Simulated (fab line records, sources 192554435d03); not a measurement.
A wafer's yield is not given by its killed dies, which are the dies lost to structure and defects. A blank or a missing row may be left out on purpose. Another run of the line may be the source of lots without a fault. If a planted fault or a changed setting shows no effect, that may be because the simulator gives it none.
2 desks, one fault    flow n5 finfet    what lay behind the numbers comes last; until then each desk has only its own

== THE METROLOGY DESK ==
Means of the sampled wafers that have a number, per lot and without regard to the tool the lot ran on: this is what the gauges read. The brackets show how far a lot's mean lies from the usual mean; more than 4 standard deviations puts the lot out of limits, marked OUT. Shown here are 7 of its 11 readings, the ones lying furthest out on some lot.
Columns: A = DIBL_P at N5_BEOL_M4_RC_MEAS_101, usual 36.7 mV/V; B = IOFF_P at N5_BEOL_M4_RC_MEAS_101, usual 0.21 nA/um; C = ION_N at N5_BEOL_M4_RC_MEAS_101, usual 673 uA/um; D = ION_P at N5_BEOL_M4_RC_MEAS_101, usual 461 uA/um; E = SS_P at N5_BEOL_M4_RC_MEAS_101, usual 73.4 mV/dec; F = VT_N at N5_BEOL_M4_RC_MEAS_101, usual 250 mV; G = VT_P at N5_BEOL_M4_RC_MEAS_101, usual -251 mV
lot   first seen here  A     B     C    D    E     F    G
L768  day 1 18:38      33.5  0.16  655  450  73.1  254  -257
L778  day 4 06:46      38.7  0.24  689  469  74.1  248  -251
L779  day 4 12:38      32.5  0.21  676  471  72.5  251  -248
L785  day 6 00:38      34.3  0.15  660  449  72.7  255  -255
L787  day 6 12:38      37.8  0.25  677  462  73.6  246  -247
L790  day 7 06:38      34.6  0.14  651  445  72.4  256  -258
Result from this desk: across the 6 lots, nothing is out of limits.

== DESK OF THE TOOL OWNER: rie si-06 ==
The tool's own readings at N5_ZERO_LAYER_ETCH_18 (etches Si in HBr/Cl2, target depth 120 nm, time 40 s): means of the sampled wafers that have a number, for each lot that ran on this tool. The brackets show how far a lot's mean lies from the usual mean; more than 4 standard deviations puts the lot out of limits, marked OUT.
Columns: A = HBr_flow_sccm at N5_ZERO_LAYER_ETCH_18, usual 150.0 sccm; B = drypump motor current A at N5_ZERO_LAYER_ETCH_18, usual 5.6 A; C = oes product au at N5_ZERO_LAYER_ETCH_18, usual 0.994 a.u.; D = rf fwd power W at N5_ZERO_LAYER_ETCH_18, usual 796.3 W; E = throttle valve pct at N5_ZERO_LAYER_ETCH_18, usual 36.2 %
lot   first seen here  A      B    C      D                E
L768  day 1 18:47      150.1  5.7  0.999  793.7            36.1
L778  day 4 06:55      150.0  5.1  0.989  603.2 (-80) OUT  35.8
L779  day 4 12:53      149.7  5.9  1.002  606.0 (-79) OUT  36.2
Finding of this desk: L778, L779 out of limits; the first was L778 at day 4 06:55, on rf fwd power W at N5_ZERO_LAYER_ETCH_18. L768: within limits.

== ALL TOGETHER ==
At day 4 06:55, on L778, L779, the tool owner's desk was in a position to raise an alarm.
Nothing out of limits was seen by the metrology desk.
The metrology desk holds a record of L778, L779, inside its limits.
Of the lots named, all ran N5_ZERO_LAYER_ETCH_18 on rie si-06.

== WHAT THE SIMULATOR HAD PUT IN ==
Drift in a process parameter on rie si-06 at N5_ZERO_LAYER_ETCH_18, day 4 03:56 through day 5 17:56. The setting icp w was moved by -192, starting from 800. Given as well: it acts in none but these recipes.
Lots struck among those shown: L778, L779.
How many hours passed from the start of the fault until each desk's first out-of-limits reading: the tool owner's desk, 3.
